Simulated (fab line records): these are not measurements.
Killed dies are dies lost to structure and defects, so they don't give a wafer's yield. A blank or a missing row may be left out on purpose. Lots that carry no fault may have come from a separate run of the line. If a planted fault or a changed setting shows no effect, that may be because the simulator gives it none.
What tool caused it? | flow nand-harc | Sampling: 14 lots, 41 wafers, 5 of 1302 route steps

## WHAT THE GAUGES SHOWED, per wafer
NHARC_HYBRID_BOND_INSPECT_06: inspects for defects (ir void).
lot  | measured     | on                | raw-defect-count
L478 | day 23 13:36 | defect-inspect-02 | 150 138 150
L479 | day 26 18:11 | defect-inspect-02 | 100 128 131
L480 | day 24 06:34 | defect-inspect-02 | 53 83 66
L482 | day 25 02:45 | defect-inspect-01 | 24 19 19
L483 | day 25 13:52 | defect-inspect-01 | 78 64 66
L484 | day 27 01:31 | defect-inspect-01 | 115 121 121
L485 | day 26 18:12 | defect-inspect-01 | 25 30 22
L487 | day 27 11:19 | defect-inspect-01 | 134 124 145
L488 | day 27 11:18 | defect-inspect-02 | 52 48 48
L489 | day 28 11:05 | defect-inspect-02 | 26 29 30
L491 | day 29 14:59 | defect-inspect-01 | 67 85 70
L495 | day 30 08:34 | defect-inspect-01 | 121
L496 | day 30 02:38 | defect-inspect-01 | 73 78
L497 | day 31 05:43 | defect-inspect-01 | 110

NHARC_END_SORT_01.
lot  | measured     | on        | killed-at-array | killed-at-other | killed-at-periphery | killed-dies | killed-open | killed-short
L495 | day 31 05:25 | prober-01 | 66 85 71        | 2 0 5           | 609 2 601           | 677 87 677  | 3 1 3       | 2 2 3
L496 | day 31 01:24 | prober-02 | 27 24 47        | 0 0 1           | 650 6 10            | 677 30 58   | 4 1 5       | 7 2 2
L497 | day 32 00:50 | prober-02 | 81 57           | 0 1             | 2 619               | 83 677      | 4 3         | 0 5

## WHICH TOOL RAN EACH LOT (tool, then ch and the chambers of the sampled wafers, then the start)
lot  | NHARC_P_GATE_DEVELOP_45           | NHARC_THIN_TSV_DEP_43           | NHARC_THIN_TSV_ETCH_44
L478 | litho-track-02 ch 0, day 5 17:00  | pecvd-04 ch 0,1,2, day 23 15:28 | rie-diel-01 ch 2,3, day 23 16:32
L479 | litho-track-03 ch 0, day 5 18:00  | pecvd-04 ch 0,1,2, day 26 20:02 | rie-diel-07 ch 1,2,3, day 26 21:08
L480 | litho-track-07 ch 0, day 6 10:00  | pecvd-03 ch 0,2, day 24 08:28   | rie-diel-07 ch 1, day 24 09:40
L482 | litho-track-02 ch 0, day 7 02:00  | pecvd-02 ch 1,2, day 25 04:37   | rie-diel-07 ch 2,3, day 25 05:42
L483 | litho-track-03 ch 0, day 7 13:00  | pecvd-03 ch 0,1, day 25 15:46   | rie-diel-07 ch 1,2,3, day 25 16:49
L484 | litho-track-02 ch 0, day 8 03:00  | pecvd-02 ch 0,1,2, day 27 03:25 | rie-diel-01 ch 0,1,2, day 27 04:33
L485 | litho-track-02 ch 0, day 8 10:00  | pecvd-02 ch 0,1,2, day 26 21:17 | rie-diel-01 ch 0,1,3, day 26 22:26
L487 | litho-track-03 ch 0, day 9 14:00  | pecvd-03 ch 1,2, day 27 15:35   | rie-diel-01 ch 1,2,3, day 27 16:39
L488 | litho-track-02 ch 0, day 9 16:00  | pecvd-02 ch 0,1, day 27 14:25   | rie-diel-01 ch 0,1,3, day 27 15:30
L489 | litho-track-07 ch 0, day 10 11:00 | pecvd-02 ch 0,1, day 28 12:57   | rie-diel-07 ch 1,3, day 28 14:05
L491 | litho-track-02 ch 0, day 11 10:00 | pecvd-04 ch 0,2, day 29 16:50   | rie-diel-04 ch 0,1,3, day 29 17:58
L495 | litho-track-02 ch 0, day 12 10:00 | pecvd-03 ch 1, day 30 10:37     | rie-diel-04 ch 3, day 30 11:26
L496 | litho-track-02 ch 0, day 12 19:00 | pecvd-02 ch 0,1, day 30 05:41   | rie-diel-01 ch 2,3, day 30 06:47
L497 | litho-track-02 ch 0, day 13 07:00 | pecvd-04 ch 1, day 31 07:37     | rie-diel-07 ch 0, day 31 08:39
- NHARC_P_GATE_DEVELOP_45: time 70 s.
- NHARC_THIN_TSV_DEP_43: deposits SiO2, target thk 1328.5 nm.
- NHARC_THIN_TSV_ETCH_44: etches the open film in CF4/O2, target depth 1594.2 nm, time 797.1 s.

## WHAT THE TOOLS THEMSELVES READ (means of the sampled wafers that have a number; where no wafer has one, the mark that the record gives instead)
NHARC_THIN_TSV_DEP_43.
lot  | tool     | chamber-pressure-Torr (Torr) | throttle-valve-pct (%)
L478 | pecvd-04 | 6.506                        | 15.8
L479 | pecvd-04 | 6.496                        | 16.0
L480 | pecvd-03 | 6.498                        | 16.0
L482 | pecvd-02 | 6.492                        | 16.1
L483 | pecvd-03 | 6.514                        | 15.8
L484 | pecvd-02 | 6.498                        | 15.4
L485 | pecvd-02 | 6.503                        | 15.6
L487 | pecvd-03 | 6.503                        | 16.4
L488 | pecvd-02 | 6.511                        | 15.5
L489 | pecvd-02 | 6.514                        | 15.6
L491 | pecvd-04 | 6.513                        | 15.8
L495 | pecvd-03 | 6.522                        | 16.5
L496 | pecvd-02 | 6.502                        | 15.5
L497 | pecvd-04 | 6.501                        | 15.8

NHARC_THIN_TSV_ETCH_44.
lot  | tool        | drypump-motor-current-A (A) | oes-product-au (a.u.) | rf-vpp-V (V) | showerhead-plenum-p-Torr (Torr) | throttle-valve-pct (%)
L478 | rie-diel-01 | 5.7                         | 1.001                 | 798          | 1.89                            | 16.913
L479 | rie-diel-07 | 6.2                         | 1.003                 | 791          | 1.78                            | 16.915
L480 | rie-diel-07 | 5.8                         | 1.007                 | 789          | 1.74                            | 16.904
L482 | rie-diel-07 | 6.3                         | 1.012                 | 791          | 1.77                            | 16.913
L483 | rie-diel-07 | 6.2                         | 1.004                 | 792          | 1.78                            | 16.916
L484 | rie-diel-01 | 5.3                         | 1.006                 | 798          | 1.90                            | 16.918
L485 | rie-diel-01 | 5.5                         | 1.002                 | 797          | 1.88                            | 16.916
L487 | rie-diel-01 | 5.6                         | 1.001                 | 799          | 1.91                            | 16.909
L488 | rie-diel-01 | 5.4                         | 1.000                 | 797          | 1.88                            | 16.918
L489 | rie-diel-07 | 6.1                         | 1.007                 | 789          | 1.73                            | 16.918
L491 | rie-diel-04 | 5.7                         | 0.987                 | 798          | 1.89                            | 16.915
L495 | rie-diel-04 | 6.1                         | 0.991                 | 800          | 1.95                            | 16.913
L496 | rie-diel-01 | 5.8                         | 1.012                 | 798          | 1.88                            | 16.907
L497 | rie-diel-07 | 6.0                         | 0.984                 | 789          | 1.75                            | 16.904

## THE ANSWER, worked out from the rows above alone
Rule: the usual values come from the lots themselves. Put in order of their means at a reading, lots are off if they are a third of the lots or fewer, leave a main group of 4 or more, and stand apart from it by a gap of 3 or more times the standard deviation of the main group's means; of several such gaps the widest counts. A main group is skipped when, at the precision printed for the reading in the tables above, its means are all equal. Also off: a lot with no number at a reading for which 4 or more lots have one. All remaining lots with rows at the step are treated as sound. Order of review: gauges by route order, followed by the tools' own readings, for which a lot's mean as printed above is used. At the first step where some lot is off, the reading lying furthest off is the one used; lots without a number count as furthest.
No lot is off at any reading shown: from this, nothing can be told.

## WHAT WAS PUT IN BY THE SIMULATOR
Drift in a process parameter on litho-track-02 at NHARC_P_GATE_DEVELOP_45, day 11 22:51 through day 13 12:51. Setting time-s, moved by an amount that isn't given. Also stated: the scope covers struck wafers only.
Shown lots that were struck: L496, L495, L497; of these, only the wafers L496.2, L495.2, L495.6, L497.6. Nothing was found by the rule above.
